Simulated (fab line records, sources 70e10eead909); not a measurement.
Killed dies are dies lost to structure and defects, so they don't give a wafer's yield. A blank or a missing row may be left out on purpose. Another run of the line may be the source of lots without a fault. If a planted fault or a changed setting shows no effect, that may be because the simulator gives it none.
Tool commonality check ; flow nand-harc ; 1 lot, 3 wafers sampled

== REASON IT WAS OPENED ==
At NHARC_END_SORT_01 the reading killed-at-periphery is flagged on 1 of 1 lot. No-fault wafers: 3.2, standard deviation 2.3.
Rule: a lot is flagged when every wafer of it that has a number lies more than 4 standard deviations from that mean, or none has a number. The other lots count as sound.

lot;measured;on;killed-at-periphery, wafer by wafer;flag
L513;day 22 02:29;prober-01;645 655 649;FLAGGED
Flagged lots average 649.7: +646.5 relative to the usual, that is +99 or more standard deviations.

== WHICH TOOL RAN EACH LOT ==
Before the reading, the record contains 4 process steps out of a 1159-step route. Read each cell as the tool, then ch plus the chambers that the sampled wafers visited, then the start.
lot;flag;NHARC_P_GATE_STRIP_108;NHARC_P_GATE_ALD_36;NHARC_P_GATE_EXPOSE_56;NHARC_P_GATE_STRIP_76
L513;FLAGGED;rie-diel-09 ch 0,1,3, day 7 03:21;ald-sin-03 ch 0,1,2, day 7 05:02;krf-scanner-04 ch 0, day 7 16:10;plasma-asher-01 ch 0,1, day 7 17:09
What these steps do:
- NHARC_P_GATE_STRIP_108: strips in O2.
- NHARC_P_GATE_ALD_36: deposits SiNx, target thk 20 nm, pulse time 60 s, ald cycles 223.
- NHARC_P_GATE_EXPOSE_56: exposes mask P PSD, target cd 720 nm.
- NHARC_P_GATE_STRIP_76: strips in O2.
- NHARC_END_SORT_01

== FLAGGED OVER TOTAL, TOOL BY TOOL (the gauges that took the reading come last) ==
step;tool;lots run;flagged;share of the flagged lots;sound lots run after its first flagged lot
NHARC_P_GATE_STRIP_108;rie-diel-09;1;1;all;0
NHARC_P_GATE_ALD_36;ald-sin-03;1;1;all;0
NHARC_P_GATE_EXPOSE_56;krf-scanner-04;1;1;all;0
NHARC_P_GATE_STRIP_76;plasma-asher-01;1;1;all;0
NHARC_END_SORT_01;prober-01;1;1;all;0

== WHAT IS ALLOWED BY THE TABLE ==
5 rows of the table ran every flagged lot: rie-diel-09 at NHARC_P_GATE_STRIP_108, ald-sin-03 at NHARC_P_GATE_ALD_36, krf-scanner-04 at NHARC_P_GATE_EXPOSE_56, plasma-asher-01 at NHARC_P_GATE_STRIP_76, prober-01 at NHARC_END_SORT_01.
- rie-diel-09 at NHARC_P_GATE_STRIP_108: 1 of its 1 lot flagged. No sound lot ran on it before its first flagged lot in this sample; the start therefore can't be narrowed down.
- ald-sin-03 at NHARC_P_GATE_ALD_36: 1 of its 1 lot flagged. No sound lot ran on it before its first flagged lot in this sample; the start therefore can't be narrowed down.
- krf-scanner-04 at NHARC_P_GATE_EXPOSE_56: 1 of its 1 lot flagged. No sound lot ran on it before its first flagged lot in this sample; the start therefore can't be narrowed down.
- plasma-asher-01 at NHARC_P_GATE_STRIP_76: 1 of its 1 lot flagged. No sound lot ran on it before its first flagged lot in this sample; the start therefore can't be narrowed down.
- prober-01 at NHARC_END_SORT_01: 1 of its 1 lot flagged. No sound lot ran on it before its first flagged lot in this sample; the start therefore can't be narrowed down.
These 5 tools cannot be told apart by counting lots, since each of them fits a fault that started at some hour. More lots, or a look at what each step does to the wafer, might.

== WHAT THE SIMULATOR HAD INSERTED ==
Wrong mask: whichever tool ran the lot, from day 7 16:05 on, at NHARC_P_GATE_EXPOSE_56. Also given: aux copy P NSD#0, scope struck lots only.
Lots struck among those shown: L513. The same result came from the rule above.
